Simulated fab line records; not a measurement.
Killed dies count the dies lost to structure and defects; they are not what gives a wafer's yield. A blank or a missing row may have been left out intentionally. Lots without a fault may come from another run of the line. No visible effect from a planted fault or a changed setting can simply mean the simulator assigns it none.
Matching of chambers ; flow nandHarc ; NHARC_P_GATE_STRIP_108 on rieDiel-10: 4 sister chambers
The step strips in O2. 4 wafers are shown with their chamber, then 7 later ones without.

## WAFERS PAIRED WITH THEIR CHAMBERS
wafer;chamber;showerheadPlenumPTorr (Torr)
L265.2;3;3.76
L268.5;1;3.53
L279.1;0;3.73
L279.2;2;3.65

## WAFERS WITHOUT THEIR CHAMBER
wafer;showerheadPlenumPTorr (Torr)
L279.3;3.53
L280.2;3.65
L280.5;3.65
L280.6;3.53
L281.1;3.65
L281.3;3.75
L281.5;3.73

## THE CHAMBER EACH PASSED THROUGH
wafer;from the rows above;in truth
L279.3;1;1
L280.2;2;2
L280.5;2;2
L280.6;1;1
L281.1;2;2
L281.3;3;3
L281.5;0;0
Placed correctly: 7 of 7. Left unplaced by these rows: 0. Wrongly placed: 0.
How it was worked out, from the rows above alone: a wafer's distance from a chamber is the root of the sum, over the readings, of the square of ((its reading less the chamber's mean) divided by the reading's scatter). The wafer belongs to the nearest chamber; if the next one is less than 2 further off, it can't be placed. The mean given for a chamber averages the wafers shown for that chamber. The scatter: root of mean squared gap, hidden wafer to nearest shown wafer, with one shown wafer a chamber.
